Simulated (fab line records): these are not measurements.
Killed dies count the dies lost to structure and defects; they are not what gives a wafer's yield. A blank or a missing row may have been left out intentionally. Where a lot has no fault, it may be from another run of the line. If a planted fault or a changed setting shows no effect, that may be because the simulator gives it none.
fab line records -- flow nand-harc
record lots=6, wafers=18, last-day=32
route steps=1302 shown P_M2@324 END@1302
lots that met no fault: taken from a fault-free run of the same line
start-h: start of the lot's first displayed wafer, in hours after the record's first day -- wait-h: hours since the lot's step before -- " unchanged from the row above -- L1.1+2: a single row standing in for several wafers -- - value missing, or start not given -- * or withheld: withheld -- < > ~ a bound
route shown NAME@n: NAME is a module with steps in the file, n the number in the route of the first one -- usual: mean/standard deviation taken from wafers without a fault -- same: alike in all rows -- chamber/n: place in a boat -- sites: per-site readings -- _std_site: their standard deviation -- _edge_site: outer sites' mean less inner sites' -- radius-mm: how far each site lies from the wafer's centre -- mask NAME#n: copy n -- behind: the last tool/chamber to shape the wafer -- hold: cause of the lot's hold/its duration in hours/its outcome -- device: transistor that didn't switch, given as n, p or np -- end of line: the tests these same wafers got at the end of their route -- a step given without rows: its recipe and nothing more -- killed: not the wafer's yield, but the dies lost to structure and defects at the first sort -- map: dies across one wafer; x = killed, . = not, _ = none there
set.NAME: the setting the step ran with; set.NAME@STEP: the setting that earlier step ran with -- model.NAME: the simulator's own value behind a step, which no gauge read
lots at some steps of the route; a table a step, a row a wafer
services: the hour from which a tool's chamber was out of use, counted from the record's first day as start-h (under 0 if before that day), plus the number of hours and why
## steps
# step NHARC_P_M2_EBR_05
# step NHARC_P_M2_EXPOSE_06
# recipe na=1.35, target-cd-nm=170, dose-mj=80.78, mask-id=P_M2
# step NHARC_P_M2_PEB_07
# recipe peb-temp-c=100, peb-time-s=65
# step NHARC_P_M2_DEVELOP_08
# recipe develop-time-s=35, dev-temp-c=23
# step NHARC_P_M2_CD_MEAS_09
# recipe target-cd-nm=170, landing-energy-ev=500
# usual cd-nm=170.1/0.76
lot.wafer,tool,chamber,start-h,wait-h,cd-nm
L540.2,cd-sem-02,0,140.36,-,171.1
L540.3,cd-sem-02,0,140.36,-,170.9
L540.6,cd-sem-02,0,140.36,-,171.2
L554.1,cd-sem-02,0,282.83,-,171.1
L554.3,cd-sem-02,0,282.83,-,170.9
L554.6,cd-sem-02,0,282.83,-,171.4
L555.2,cd-sem-02,0,294.54,-,170.3
L555.3,cd-sem-02,0,294.54,-,170.9
L555.4,cd-sem-02,0,294.54,-,171.1
L557.3,cd-sem-02,0,311.22,-,170.5
L557.4,cd-sem-02,0,311.22,-,170.4
L557.6,cd-sem-02,0,311.22,-,171.0
L558.2,cd-sem-03,0,320.77,-,169.8
L558.5,cd-sem-03,0,320.77,-,170.2
L558.6,cd-sem-03,0,320.77,-,170.2
L560.1,cd-sem-02,0,334.35,-,169.5
L560.2,cd-sem-02,0,334.35,-,169.7
L560.6,cd-sem-02,0,334.35,-,169.2
# step NHARC_P_M2_OVL_MEAS_10
# recipe pitch-nm=340
# usual overlay-x-nm=-0.2/0.73, overlay-y-nm=0.2/1
lot.wafer,tool,chamber,start-h,wait-h,overlay-x-nm,overlay-y-nm
L540.2,overlay-01,-,140.44,-,-0.1,0.4
L540.3,overlay-01,-,140.44,-,-0.4,0.2
L540.6,overlay-01,-,140.44,-,-0.3,0.1
L554.1,overlay-01,-,282.92,-,1.4,2.2
L554.3,overlay-01,-,282.92,-,1.3,2.2
L554.6,overlay-01,-,282.92,-,1.3,2.3
L555.2,overlay-02,-,294.63,-,-1.6,-0.8
L555.3,overlay-02,-,294.63,-,-1.1,-0.6
L555.4,overlay-02,-,294.63,-,-1.3,-0.7
L557.3,overlay-02,-,311.30,-,0.7,0.0
L557.4,overlay-02,-,311.30,-,0.7,0.0
L557.6,overlay-02,-,311.30,-,1.0,0.2
L558.2,overlay-01,-,320.86,-,-1.1,-1.7
L558.5,overlay-01,-,320.86,-,-1.3,-1.5
L558.6,overlay-01,-,320.86,-,-0.7,-1.8
L560.1,overlay-01,-,334.44,-,-0.3,0.2
L560.2,overlay-01,-,334.44,-,0.0,0.8
L560.6,overlay-01,-,334.44,-,0.3,0.7
# step NHARC_P_M2_INSPECT_11
# usual raw-defect-count=4.7/2.3
lot.wafer,tool,chamber,start-h,wait-h,raw-defect-count
L540.2,defect-inspect-02,-,140.48,0.0,8
L540.3,defect-inspect-02,-,140.48,0.0,10
L540.6,defect-inspect-02,-,140.48,0.0,7
L554.1,defect-inspect-01,-,282.95,0.0,5
L554.3,defect-inspect-01,-,282.95,0.0,9
L554.6,defect-inspect-01,-,282.95,0.0,4
L555.2,defect-inspect-02,-,294.67,0.0,10
L555.3,defect-inspect-02,-,294.67,0.0,4
L555.4,defect-inspect-02,-,294.67,0.0,7
L557.3,defect-inspect-01,-,311.34,0.0,10
L557.4,defect-inspect-01,-,311.34,0.0,9
L557.6,defect-inspect-01,-,311.34,0.0,7
L558.2,defect-inspect-02,-,320.89,0.0,5
L558.5,defect-inspect-02,-,320.89,0.0,4
L558.6,defect-inspect-02,-,320.89,0.0,5
L560.1,defect-inspect-02,-,334.47,0.0,5
L560.2,defect-inspect-02,-,334.47,0.0,6
L560.6,defect-inspect-02,-,334.47,0.0,3
# step NHARC_P_M2_DESCUM_14
# recipe time-s=3, o2-flow-sccm=200, ar-flow-sccm=0, bias-power-w=0, chemistry=O2
# usual drypump-motor-current-A=6.1/0.47, oes-product-au=0.999/0.0087, rf-vpp-V=57.8/0.88, showerhead-plenum-p-Torr=1.94/0.1, throttle-valve-pct=11.311/0.0092
lot.wafer,tool,chamber,start-h,wait-h,drypump-motor-current-A,oes-product-au,rf-hours-counter-h,rf-vpp-V,showerhead-plenum-p-Torr,throttle-valve-pct
L540.2,rie-diel-10,3,140.55,0.1,5.5,1.007,1.6,58.5,2.03,11.323
L540.3,rie-diel-10,0,140.55,0.1,6.4,0.982,1.9,57.7,1.99,11.309
L540.6,rie-diel-10,2,140.55,0.1,5.7,1.009,-,58.3,1.96,11.308
L554.1,rie-diel-12,0,283.02,0.1,6.5,1.002,0.4,57.9,1.78,11.314
L554.3,rie-diel-12,1,283.02,0.1,6.6,0.999,0.4,58.0,2.00,11.291
L554.6,rie-diel-12,3,283.02,0.1,6.4,0.994,-,59.5,2.07,11.325
L555.4,rie-diel-10,0,294.74,0.1,6.4,1.001,2.5,59.3,1.99,11.303
L555.2,rie-diel-10,1,294.74,0.1,5.8,0.994,2.2,57.6,1.82,11.299
L555.3,rie-diel-10,2,294.74,0.1,5.7,0.986,2.2,56.4,1.95,11.320
L557.4,rie-diel-10,2,311.41,0.1,5.7,0.985,3.3,59.6,1.96,11.307
L557.3,rie-diel-10,3,311.41,0.1,5.5,0.988,3.6,58.5,2.03,11.320
L557.6,rie-diel-10,1,311.41,0.1,5.9,0.999,-,57.8,1.82,11.318
L558.2,rie-diel-12,0,320.97,0.1,6.5,1.000,2.3,55.2,1.78,11.317
L558.6,rie-diel-12,0,320.97,0.1,6.5,1.002,-,58.3,1.78,11.311
L558.5,rie-diel-12,1,320.97,0.1,6.6,1.012,-,58.1,2.00,11.311
L560.1,rie-diel-12,0,334.55,0.1,6.5,0.982,2.5,57.7,1.78,11.311
L560.2,rie-diel-12,1,334.55,0.1,6.6,1.000,2.3,56.6,2.00,11.310
L560.6,rie-diel-12,2,334.55,0.1,5.2,0.997,-,59.5,2.04,11.306
# step NHARC_P_M2_ETCH_35
# recipe target-depth-a=400, overetch-a=120, time-s=43.94, ion-energy-ev=200, n2-flow-sccm=150, h2-flow-sccm=150, ar-flow-sccm=0, rf-w=400, bias-w=150, chemistry=N2/H2
# usual bias-w=150.1/0.41, chamber-pressure-mTorr=29.998/0.026, drypump-motor-current-A=6.1/0.47, oes-product-au=1.000/0.007, rf-vpp-V=431/3.2, showerhead-plenum-p-Torr=2.07/0.11, throttle-valve-pct=14.171/0.0091
lot.wafer,tool,chamber,start-h,wait-h,bias-w,chamber-pressure-mTorr,drypump-motor-current-A,oes-product-au,rf-hours-counter-h,rf-vpp-V,showerhead-plenum-p-Torr,throttle-valve-pct
L540.3,rie-diel-10,2,140.64,0.1,149.6,29.982,5.7,1.013,1.4,432,2.09,14.173
L540.2,rie-diel-10,3,140.64,0.1,149.8,29.979,5.5,0.992,1.6,435,2.17,14.169
L540.6,rie-diel-10,0,140.64,0.1,150.7,29.995,6.4,1.003,-,432,2.13,14.175
L554.1,rie-diel-12,0,283.11,0.1,150.0,29.973,6.5,1.000,0.4,426,1.90,14.169
L554.3,rie-diel-12,1,283.11,0.1,149.3,30.000,6.6,1.000,0.4,436,2.14,14.173
L554.6,rie-diel-12,3,283.11,0.1,150.7,29.959,6.4,0.991,-,434,2.21,14.180
L555.3,rie-diel-10,2,294.82,0.1,150.4,30.007,5.8,0.996,2.2,433,2.08,14.193
L555.2,rie-diel-10,3,294.82,0.1,150.0,29.971,5.5,0.989,2.6,434,2.17,14.172
L555.4,rie-diel-10,0,294.82,0.1,150.5,30.024,6.3,0.999,2.5,432,2.13,14.159
L557.3,rie-diel-10,0,311.49,0.1,149.5,30.008,6.4,0.999,3.9,433,2.13,14.172
L557.4,rie-diel-10,1,311.49,0.1,150.3,29.989,5.9,1.000,3.6,427,1.94,14.178
L557.6,rie-diel-10,0,311.49,0.1,150.5,29.986,6.4,0.991,-,432,2.12,14.164
L558.2,rie-diel-12,1,321.06,0.1,149.6,30.021,6.6,0.997,2.2,432,2.14,14.165
L558.5,rie-diel-12,0,321.06,0.1,150.5,30.029,6.5,0.991,-,426,1.90,14.155
L558.6,rie-diel-12,1,321.06,0.1,150.3,30.018,6.6,0.994,-,433,2.14,14.164
L560.1,rie-diel-12,0,334.62,0.1,150.5,30.035,6.5,0.994,2.6,426,1.90,14.178
L560.2,rie-diel-12,2,334.62,0.1,150.3,29.985,5.2,1.007,1.7,434,2.18,14.179
L560.6,rie-diel-12,0,334.62,0.1,150.1,29.986,6.5,1.009,-,426,1.90,14.167
# step NHARC_P_M2_ETCH_15
# recipe target-depth-a=1825, time-s=91.2, c4f8-flow-sccm=withheld, ar-flow-sccm=400, rf-w=600, bias-w=300, chemistry=C4F8/Ar
# usual bias-w=299.9/0.84, chamber-pressure-mTorr=25.000/0.026, oes-product-au=0.938/0.02, rf-vpp-V=442/3.2
lot.wafer,tool,chamber,start-h,wait-h,bias-w,chamber-pressure-mTorr,oes-product-au,rf-hours-counter-h,rf-vpp-V
L540.2,rie-diel-10,2,-,-,300.9,25.059,0.934,1.4,441
L540.3,rie-diel-10,0,-,-,299.6,24.924,0.920,1.9,442
L540.6,rie-diel-10,1,-,-,300.2,24.974,0.934,-,437
L554.3,rie-diel-12,2,-,-,299.1,24.977,0.979,0.3,445
L554.1,rie-diel-12,3,-,-,298.3,24.980,0.965,0.3,444
L554.6,rie-diel-12,1,-,-,297.7,24.989,0.979,-,444
L555.4,rie-diel-10,1,-,-,299.9,25.057,0.925,2.2,437
L555.2,rie-diel-10,2,-,-,300.5,24.991,0.928,2.3,441
L555.3,rie-diel-10,3,-,-,300.1,24.990,0.918,2.6,444
L557.4,rie-diel-10,2,-,-,300.6,24.982,0.912,3.3,442
L557.3,rie-diel-10,3,-,-,300.8,25.002,0.916,3.6,444
L557.6,rie-diel-10,2,-,-,300.8,25.016,0.922,-,444
L558.2,rie-diel-12,1,-,-,299.5,25.023,0.972,2.2,442
L558.5,rie-diel-12,0,-,-,299.7,25.011,0.954,-,437
L558.6,rie-diel-12,1,-,-,299.3,25.011,0.961,-,443
L560.1,rie-diel-12,3,-,-,299.8,25.010,0.955,2.5,445
L560.2,rie-diel-12,0,-,-,299.2,25.018,0.964,2.6,436
L560.6,rie-diel-12,2,-,-,300.4,24.964,0.970,-,443
# step NHARC_P_M2_CD_MEAS_16
# usual cd-nm=169.9/0.95
lot.wafer,tool,chamber,start-h,wait-h,cd-nm
L540.2,cd-sem-01,-,140.85,-,171.6
L540.3,cd-sem-01,-,140.85,-,170.9
L540.6,cd-sem-01,-,140.85,-,171.3
L554.1,cd-sem-02,-,283.32,-,170.5
L554.3,cd-sem-02,-,283.32,-,170.2
L554.6,cd-sem-02,-,283.32,-,171.5
L555.2,cd-sem-03,-,295.04,-,171.6
L555.3,cd-sem-03,-,295.04,-,171.6
L555.4,cd-sem-03,-,295.04,-,171.2
L557.3,cd-sem-02,-,311.71,-,169.9
L557.4,cd-sem-02,-,311.71,-,170.7
L557.6,cd-sem-02,-,311.71,-,170.7
L558.2,cd-sem-03,-,321.30,-,170.1
L558.5,cd-sem-03,-,321.30,-,169.7
L558.6,cd-sem-03,-,321.30,-,169.4
L560.1,cd-sem-03,-,334.84,-,167.7
L560.2,cd-sem-03,-,334.84,-,169.9
L560.6,cd-sem-03,-,334.84,-,168.7
# step NHARC_P_M2_STRIP_18
# recipe power-w=1000, n2-flow-sccm=150, h2-flow-sccm=150, ar-flow-sccm=0, bias-w=0, chemistry=N2/H2
# usual drypump-motor-current-A=6.0/0.42, oes-product-au=1.000/0.0088, rf-vpp-V=90.8/1.1, showerhead-plenum-p-Torr=2.06/0.1, throttle-valve-pct=14.172/0.0089
lot.wafer,tool,chamber,start-h,wait-h,drypump-motor-current-A,oes-product-au,rf-hours-counter-h,rf-vpp-V,showerhead-plenum-p-Torr,throttle-valve-pct
L540.2,rie-diel-06,0,140.97,0.1,5.3,0.991,0.0,91.1,2.00,14.176
L540.3,rie-diel-06,1,140.97,0.1,6.3,0.991,0.0,91.6,2.11,14.161
L540.6,rie-diel-06,2,140.97,0.1,6.1,1.004,-,89.3,1.92,14.168
L554.3,rie-diel-12,1,283.39,0.1,6.6,1.002,0.4,90.7,2.14,14.154
L554.1,rie-diel-12,3,283.39,0.1,6.4,0.991,0.4,92.1,2.21,14.178
L554.6,rie-diel-12,2,283.39,0.1,5.2,0.999,-,91.7,2.18,14.168
L555.3,rie-diel-10,1,295.11,0.1,5.8,0.999,2.3,90.2,1.94,14.164
L555.4,rie-diel-10,3,295.11,0.1,5.5,0.990,2.6,93.3,2.17,14.176
L555.2,rie-diel-10,0,295.11,0.1,6.4,0.995,2.6,90.4,2.13,14.180
L557.3,rie-diel-12,1,311.78,0.1,6.6,0.998,1.5,91.5,2.14,14.171
L557.4,rie-diel-12,3,311.78,0.1,6.4,1.011,1.6,91.9,2.21,14.165
L557.6,rie-diel-12,1,311.78,0.1,6.6,0.996,-,89.2,2.14,14.189
L558.2,rie-diel-10,2,321.45,0.1,5.7,0.984,3.5,91.4,2.08,14.164
L558.5,rie-diel-10,3,321.45,0.1,5.5,0.977,-,91.8,2.17,14.174
L558.6,rie-diel-10,0,321.45,0.1,6.4,0.983,-,90.3,2.13,14.168
L560.1,rie-diel-10,3,334.91,0.1,5.5,1.001,4.7,90.8,2.17,14.178
L560.2,rie-diel-10,0,334.91,0.1,6.4,1.002,5.5,91.6,2.12,14.174
L560.6,rie-diel-10,3,334.91,0.1,5.5,1.001,-,89.9,2.17,14.172
# step NHARC_P_M2_ETCH_28
# recipe target-depth-a=300, over-etch-frac=0.3, time-s=72.99, ion-energy-ev=150, cf4-flow-sccm=50, n2-flow-sccm=100, ar-flow-sccm=150, rf-w=300, bias-w=100, chemistry=CF4/N2
# usual bias-w=100.02/0.29, cf4-flow-sccm=50.00/0.15, drypump-motor-current-A=6.0/0.44, oes-product-au=0.998/0.0077, rf-vpp-V=314.7/2.2, showerhead-plenum-p-Torr=2.66/0.12, throttle-valve-pct=19.795/0.0086
lot.wafer,tool,chamber,start-h,wait-h,bias-w,cf4-flow-sccm,drypump-motor-current-A,oes-product-au,rf-hours-counter-h,rf-vpp-V,showerhead-plenum-p-Torr,throttle-valve-pct
L540.3,rie-diel-06,0,141.16,-,99.83,49.67,5.3,0.999,0.0,313.2,2.58,19.792
L540.2,rie-diel-06,3,141.16,-,100.30,49.99,5.9,0.996,0.1,312.9,2.54,19.802
L540.6,rie-diel-06,1,141.16,-,99.54,49.85,6.3,0.995,-,317.0,2.71,19.794
L554.3,rie-diel-12,3,283.65,-,-,-,-,-,-,-,-,-
L554.1,rie-diel-12,0,283.65,-,-,-,-,-,-,-,-,-
L554.6,rie-diel-12,1,283.65,-,-,-,-,-,-,-,-,-
L555.2,rie-diel-10,2,295.35,-,-,-,-,-,-,-,-,-
L555.3,rie-diel-10,3,295.35,-,-,-,-,-,-,-,-,-
L555.4,rie-diel-10,1,295.35,-,-,-,-,-,-,-,-,-
L557.4,rie-diel-12,2,312.02,-,100.42,50.24,5.2,1.005,1.5,316.6,2.79,19.798
L557.3,rie-diel-12,0,312.02,-,99.50,50.12,6.5,0.994,1.8,311.6,2.46,19.788
L557.6,rie-diel-12,1,312.02,-,99.73,50.13,6.6,1.000,-,315.6,2.74,19.789
L558.2,rie-diel-10,2,321.64,-,99.94,50.06,5.7,0.993,3.6,314.2,2.68,19.792
L558.5,rie-diel-10,3,321.64,-,99.47,49.79,5.5,0.993,-,317.6,2.78,19.784
L558.6,rie-diel-10,0,321.64,-,99.96,50.23,6.4,1.005,-,316.1,2.73,19.797
L560.1,rie-diel-10,0,335.15,-,100.15,50.02,6.4,1.000,5.6,315.9,2.73,19.802
L560.2,rie-diel-10,3,335.15,-,99.81,50.15,5.5,0.989,4.8,316.9,2.78,19.807
L560.6,rie-diel-10,1,335.15,-,100.25,49.95,5.9,0.999,-,311.5,2.50,19.789
# step NHARC_P_M2_STRIP_19
# recipe time-s=600, temp-c=30, chemistry=post-etch-residue-remover
# step NHARC_END_SORT_01
# recipe temp-c=25
# usual defect-limited-yield=90.9/2.6, killed-at-array=57/18, killed-at-other=0.9/1.3, killed-at-periphery=3.5/2.2, killed-dies=62/18, killed-open=3.0/1.7, killed-short=2.3/1.5
# same gross-dies=677
lot.wafer,tool,chamber,start-h,wait-h,defect-limited-yield[%],killed-at-array,killed-at-other,killed-at-periphery,killed-dies,killed-open,killed-short
L554.1,prober-02,0,706.46,2.5,0,62,0,615,677,1,5
L554.3,prober-02,0,708.09,3.1,0,67,1,609,677,4,3
L554.6,prober-02,0,710.54,4.1,0,58,0,619,677,5,5
L555.2,prober-01,0,714.95,2.8,0,59,0,618,677,2,1
L555.3,prober-01,0,715.76,3.1,0,66,0,611,677,1,1
L555.4,prober-01,0,716.56,3.4,0,75,0,602,677,8,2
L557.3,prober-01,0,734.67,3.1,88.9,68,1,6,75,3,2
L557.4,prober-01,0,735.47,3.4,91.9,50,1,4,55,1,2
L557.6,prober-01,0,737.06,4.0,92.2,47,0,6,53,3,2
L558.2,prober-02,0,741.52,2.8,88.3,74,0,5,79,3,6
L558.5,prober-02,0,743.92,3.7,87.3,83,1,2,86,6,0
L558.6,prober-02,0,744.72,4.0,90.3,61,2,3,66,5,2
L560.1,prober-01,0,761.81,2.5,90.1,63,0,4,67,4,1
L560.2,prober-01,0,762.60,2.8,90.0,64,0,4,68,3,0
L560.6,prober-01,0,765.74,3.9,89.8,66,0,3,69,2,1
# killed by level:class
L554.1 P_M2:area-etch=612 A_SLIT:chamber-film-flake=24 A_CHANNEL_HOLE_D2:chamber-film-flake=13 A_CHANNEL_HOLE_D1:chamber-film-flake=9 A_STAIRCASE:chamber-film-flake=6 A_ONON_D2:geometric-particle:short=2 A_BLC:chamber-film-flake=2 A_SGD_CUT:chamber-film-flake=2
L554.3 P_M2:area-etch=603 A_SLIT:chamber-film-flake=25 A_CHANNEL_HOLE_D2:chamber-film-flake=21 A_STAIRCASE:chamber-film-flake=5 P_GATE:chamber-film-flake=4 A_CHANNEL_FILL_D2:chamber-film-flake=4 A_DECK1_JOINT:chamber-film-flake=3 A_CHANNEL_HOLE_D1:chamber-film-flake=2
L554.6 P_M2:area-etch=615 A_SLIT:chamber-film-flake=24 A_CHANNEL_HOLE_D2:chamber-film-flake=9 A_CHANNEL_HOLE_D1:chamber-film-flake=6 A_DECK1_JOINT:chamber-film-flake=3 A_BLC:chamber-film-flake=3 A_ONON_D1:geometric-particle:short=2 A_STAIRCASE:chamber-film-flake=2
L555.2 P_M2:area-etch=612 A_SLIT:chamber-film-flake=33 A_CHANNEL_HOLE_D2:chamber-film-flake=13 P_GATE:chamber-film-flake=4 A_CHANNEL_HOLE_D1:chamber-film-flake=4 A_STAIRCASE:chamber-film-flake=3 A_CONTACT:chamber-film-flake=2 P_GATE:geometric-particle:short=1
L555.3 P_M2:area-etch=608 A_SLIT:chamber-film-flake=32 A_CHANNEL_HOLE_D2:chamber-film-flake=18 A_CHANNEL_HOLE_D1:chamber-film-flake=8 A_CONTACT:chamber-film-flake=4 P_STI:chamber-film-flake=2 A_ONON_D1:geometric-particle:short=1 A_DECK1_JOINT:geometric-particle:open=1
L555.4 P_M2:area-etch=596 A_SLIT:chamber-film-flake=29 A_CHANNEL_HOLE_D2:chamber-film-flake=21 A_CHANNEL_HOLE_D1:chamber-film-flake=6 A_STAIRCASE:chamber-film-flake=5 A_CHANNEL_FILL_D1:geometric-particle:open=4 A_CONTACT:chamber-film-flake=3 A_CONTACT:geometric-particle:open=2
L557.3 A_CHANNEL_HOLE_D2:chamber-film-flake=33 A_CHANNEL_HOLE_D1:chamber-film-flake=14 A_CONTACT:chamber-film-flake=7 A_SLIT:chamber-film-flake=5 P_GATE:chamber-film-flake=3 A_STAIRCASE:chamber-film-flake=3 A_WL_FILL:chamber-film-flake=2 P_M0:geometric-particle:open=1
L557.4 A_CHANNEL_HOLE_D2:chamber-film-flake=25 A_CHANNEL_HOLE_D1:chamber-film-flake=6 A_CONTACT:chamber-film-flake=6 A_STAIRCASE:chamber-film-flake=5 A_WL_FILL:chamber-film-flake=3 A_SLIT:chamber-film-flake=3 P_GATE:chamber-film-flake=2 P_CONTACT:geometric-particle:short=1
L557.6 A_CHANNEL_HOLE_D2:chamber-film-flake=20 A_CHANNEL_HOLE_D1:chamber-film-flake=7 A_SLIT:chamber-film-flake=5 A_CONTACT:chamber-film-flake=4 P_GATE:chamber-film-flake=3 A_WL_FILL:chamber-film-flake=3 P_STI:chamber-film-flake=2 A_DECK1_JOINT:chamber-film-flake=2
L558.2 A_CHANNEL_HOLE_D1:chamber-film-flake=29 A_CHANNEL_HOLE_D2:chamber-film-flake=29 A_STAIRCASE:chamber-film-flake=3 A_M1:chamber-film-flake=3 A_DECK1_JOINT:geometric-particle:short=2 P_ZERO_WELL:chamber-film-flake=2 P_M1:geometric-particle:open=1 P_M2:geometric-particle:open=1
L558.5 A_CHANNEL_HOLE_D1:chamber-film-flake=32 A_CHANNEL_HOLE_D2:chamber-film-flake=27 A_SLIT:chamber-film-flake=6 A_M1:chamber-film-flake=5 A_CHANNEL_FILL_D2:chamber-film-flake=3 A_CHANNEL_FILL_D2:geometric-particle:open=2 P_ZERO_WELL:chamber-film-flake=2 A_STAIRCASE:chamber-film-flake=2
L558.6 A_CHANNEL_HOLE_D1:chamber-film-flake=29 A_CHANNEL_HOLE_D2:chamber-film-flake=13 A_SLIT:chamber-film-flake=5 A_M1:chamber-film-flake=3 P_ZERO_WELL:chamber-film-flake=2 A_STAIRCASE:chamber-film-flake=2 A_CONTACT:chamber-film-flake=2 THIN_TSV:chamber-film-flake=2
L560.1 A_CHANNEL_HOLE_D1:chamber-film-flake=24 A_CHANNEL_HOLE_D2:chamber-film-flake=24 A_STAIRCASE:chamber-film-flake=6 A_CONTACT:chamber-film-flake=4 P_ZERO_WELL:chamber-film-flake=2 P_M0:geometric-particle:open=1 P_M1:geometric-particle:open=1 A_SOURCE_PLATE:geometric-particle:open=1
L560.2 A_CHANNEL_HOLE_D2:chamber-film-flake=23 A_CHANNEL_HOLE_D1:chamber-film-flake=18 A_STAIRCASE:chamber-film-flake=8 A_CONTACT:chamber-film-flake=7 A_SLIT:chamber-film-flake=4 P_M0:geometric-particle:open=1 A_SOURCE_PLATE:geometric-particle:open=1 A_CHANNEL_FILL_D2:geometric-particle:open=1
L560.6 A_CHANNEL_HOLE_D2:chamber-film-flake=29 A_CHANNEL_HOLE_D1:chamber-film-flake=22 A_SLIT:chamber-film-flake=6 A_CHANNEL_FILL_D1:chamber-film-flake=2 A_STAIRCASE:chamber-film-flake=2 A_CONTACT:chamber-film-flake=2 P_CONTACT:geometric-particle:open=1 A_ONON_D2:geometric-particle:open=1
# map L554.1 (x killed, . not)
____________x____________
_________xxxxxxx_________
_______xxxxxxxxxxx_______
______xxxxxxxxxxxxx______
_____xxxxxxxxxxxxxxx_____
____xxxxxxxxxxxxxxxxx____
____xxxxxxxxxxxxxxxxx____
___xxxxxxxxxxxxxxxxxxx___
___xxxxxxxxxxxxxxxxxxx___
__xxxxxxxxxxxxxxxxxxxxx__
__xxxxxxxxxxxxxxxxxxxxx__
_xxxxxxxxxxxxxxxxxxxxxxx_
_xxxxxxxxxxxxxxxxxxxxxxx_
_xxxxxxxxxxxxxxxxxxxxxxx_
_xxxxxxxxxxxxxxxxxxxxxxx_
_xxxxxxxxxxxxxxxxxxxxxxx_
xxxxxxxxxxxxxxxxxxxxxxxxx
xxxxxxxxxxxxxxxxxxxxxxxxx
xxxxxxxxxxxxxxxxxxxxxxxxx
xxxxxxxxxxxxxxxxxxxxxxxxx
xxxxxxxxxxxxxxxxxxxxxxxxx
_xxxxxxxxxxxxxxxxxxxxxxx_
_xxxxxxxxxxxxxxxxxxxxxxx_
_xxxxxxxxxxxxxxxxxxxxxxx_
_xxxxxxxxxxxxxxxxxxxxxxx_
_xxxxxxxxxxxxxxxxxxxxxxx_
__xxxxxxxxxxxxxxxxxxxxx__
__xxxxxxxxxxxxxxxxxxxxx__
___xxxxxxxxxxxxxxxxxxx___
___xxxxxxxxxxxxxxxxxxx___
____xxxxxxxxxxxxxxxxx____
____xxxxxxxxxxxxxxxxx____
_____xxxxxxxxxxxxxxx_____
______xxxxxxxxxxxxx______
_______xxxxxxxxxxx_______
_________xxxxxxx_________
____________x____________
# map L555.2 (x killed, . not)
____________x____________
_________xxxxxxx_________
_______xxxxxxxxxxx_______
______xxxxxxxxxxxxx______
_____xxxxxxxxxxxxxxx_____
____xxxxxxxxxxxxxxxxx____
____xxxxxxxxxxxxxxxxx____
___xxxxxxxxxxxxxxxxxxx___
___xxxxxxxxxxxxxxxxxxx___
__xxxxxxxxxxxxxxxxxxxxx__
__xxxxxxxxxxxxxxxxxxxxx__
_xxxxxxxxxxxxxxxxxxxxxxx_
_xxxxxxxxxxxxxxxxxxxxxxx_
_xxxxxxxxxxxxxxxxxxxxxxx_
_xxxxxxxxxxxxxxxxxxxxxxx_
_xxxxxxxxxxxxxxxxxxxxxxx_
xxxxxxxxxxxxxxxxxxxxxxxxx
xxxxxxxxxxxxxxxxxxxxxxxxx
xxxxxxxxxxxxxxxxxxxxxxxxx
xxxxxxxxxxxxxxxxxxxxxxxxx
xxxxxxxxxxxxxxxxxxxxxxxxx
_xxxxxxxxxxxxxxxxxxxxxxx_
_xxxxxxxxxxxxxxxxxxxxxxx_
_xxxxxxxxxxxxxxxxxxxxxxx_
_xxxxxxxxxxxxxxxxxxxxxxx_
_xxxxxxxxxxxxxxxxxxxxxxx_
__xxxxxxxxxxxxxxxxxxxxx__
__xxxxxxxxxxxxxxxxxxxxx__
___xxxxxxxxxxxxxxxxxxx___
___xxxxxxxxxxxxxxxxxxx___
____xxxxxxxxxxxxxxxxx____
____xxxxxxxxxxxxxxxxx____
_____xxxxxxxxxxxxxxx_____
______xxxxxxxxxxxxx______
_______xxxxxxxxxxx_______
_________xxxxxxx_________
____________x____________
## services
tool,chamber,start-h,hours,kind
rie-diel-10,0,123.59,-,clean
rie-diel-10,1,123.59,-,clean
rie-diel-10,2,123.59,-,clean
rie-diel-10,3,123.59,-,clean
rie-diel-06,-,130.30,9.0,pm
rie-diel-10,0,148.09,-,clean
rie-diel-10,1,148.09,-,clean
rie-diel-10,2,148.09,-,clean
rie-diel-10,3,148.09,-,clean
rie-diel-06,3,150.47,8.0,repair
rie-diel-12,2,157.21,14.8,repair
rie-diel-10,3,165.15,3.4,repair
rie-diel-10,2,168.18,3.9,repair
rie-diel-10,0,172.59,-,clean
rie-diel-10,1,172.59,-,clean
rie-diel-10,2,172.59,-,clean
rie-diel-06,2,239.09,4.6,repair
rie-diel-10,-,242.59,9.0,pm
rie-diel-12,0,247.12,9.7,repair
rie-diel-06,0,261.23,5.7,repair
rie-diel-12,-,268.44,9.0,pm
rie-diel-06,3,305.65,15.0,repair
rie-diel-06,-,307.30,9.0,pm
rie-diel-12,2,314.26,8.5,repair
## key
first-sign step=NHARC_P_M2_ETCH_28, reading=tool-record, direction=missing
effect step=NHARC_END_SORT_01, reading=killed-at-periphery, direction=up, sigmas=99+, usual=3.5, struck=612.3
more-kills-born-at NHARC_P_M2_ETCH_28@rie-diel-12=1830, NHARC_P_M2_ETCH_28@rie-diel-10=1816
met-at NHARC_P_M2_ETCH_28
struck-wafers L554.1,L554.3,L554.6,L555.2,L555.3,L555.4
later-rows-left-out L554.1,L554.3,L554.6,L555.2,L555.3,L555.4
fault kind=skipped-step-whole, tool=rie-diel-10,rie-diel-12, chamber=-, onset-h=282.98, steps=NHARC_P_M2_ETCH_28, scope=struck-lots-only
# later-rows-left-out: the simulator's readings of these wafers behind a module that went badly wrong aren't trusted and aren't shown, but for the sort
